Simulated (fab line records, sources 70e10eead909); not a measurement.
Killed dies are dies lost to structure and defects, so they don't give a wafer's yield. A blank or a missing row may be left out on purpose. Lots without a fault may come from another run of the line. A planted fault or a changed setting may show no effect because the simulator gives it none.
Chamber matching | flow nand_harc | NHARC_P_BONDPAD_CMP_19 on cmp-01: 4 sister chambers
The step polishes, t overpolish 30 s, cu recess touch 16 s, target thk 160.81 nm. 20 wafers are shown with their chamber, then 10 later ones without.

WAFERS WITH THEIR CHAMBER
wafer  | chamber | motor_current_A (A) | overpolish_run_s (s)
L076.1 | 0       | 13.2                | 29.979
L076.3 | 3       | 10.9                | 30.014
L076.4 | 1       | 11.0                | 30.006
L083.2 | 2       | 9.9                 | 30.003
L083.5 | 2       | 10.5                | 29.990
L083.6 | 3       | 10.5                | 30.003
L083.1 | 1       | 11.3                | 30.012
L083.3 | 3       | 11.2                | 30.013
L083.4 | 0       | 13.5                | 30.009
L084.1 | 2       | 10.5                | 30.000
L084.2 | 3       | 11.3                | 30.000
L084.3 | 0       | 13.7                | 30.000
L085.3 | 0       | 13.5                | 30.026
L085.5 | 1       | 11.8                | 29.993
L085.6 | 0       | 13.4                | 30.007
L093.1 | 3       | 10.6                | 30.006
L093.2 | 2       | 9.4                 | 29.997
L093.3 | 1       | 11.3                | 30.005
L093.4 | 0       | 13.4                | 30.003
L093.5 | 0       | 13.5                | 29.991

SIGNATURES (means of the wafers above)
reading          | chamber 0 | chamber 1 | chamber 2 | chamber 3 | scatter within a chamber
motor_current_A  | 13.457    | 11.350    | 10.075    | 10.900    | 0.337
overpolish_run_s | 30.00214  | 30.00400  | 29.99750  | 30.00720  | 0.0104
Rule: a wafer's distance from a chamber is the root of the sum, over the readings, of the square of ((its reading less the chamber's mean) divided by the reading's scatter). The wafer belongs to the nearest chamber; if the next one is less than 2 further off, it can't be placed. The scatter: the root of (the sum of the squares of (reading less its chamber's mean) over the shown wafers, divided by (wafers less chambers)).

WAFERS WITHOUT THEIR CHAMBER
wafer  | motor_current_A (A) | overpolish_run_s (s)
L093.6 | 11.1                | 29.977
L095.1 | 10.7                | 30.004
L095.3 | 13.1                | 29.999
L095.4 | 11.5                | 30.007
L097.3 | 13.2                | 29.998
L097.4 | 11.3                | 30.012
L097.5 | 12.4                | 30.001
L097.1 | 11.0                | 30.002
L097.2 | 10.0                | 30.000
L097.6 | 12.1                | 30.003

WHICH CHAMBER EACH WENT THROUGH
wafer  | from the rows above          | in truth
L093.6 | can't be placed: 1 or 3 or 2 | 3
L095.1 | can't be placed: 3 or 1 or 2 | 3
L095.3 | 0                            | 0
L095.4 | can't be placed: 1 or 3      | 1
L097.3 | 0                            | 0
L097.4 | can't be placed: 1 or 3      | 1
L097.5 | can't be placed: 1 or 0 or 3 | 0
L097.1 | can't be placed: 3 or 1      | 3
L097.2 | 2                            | 2
L097.6 | can't be placed: 1 or 3 or 0 | 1
Placed correctly: 3 of 10. Can't be placed from these rows: 7 (the true chamber is among the candidates in 7). Placed wrongly: 0.
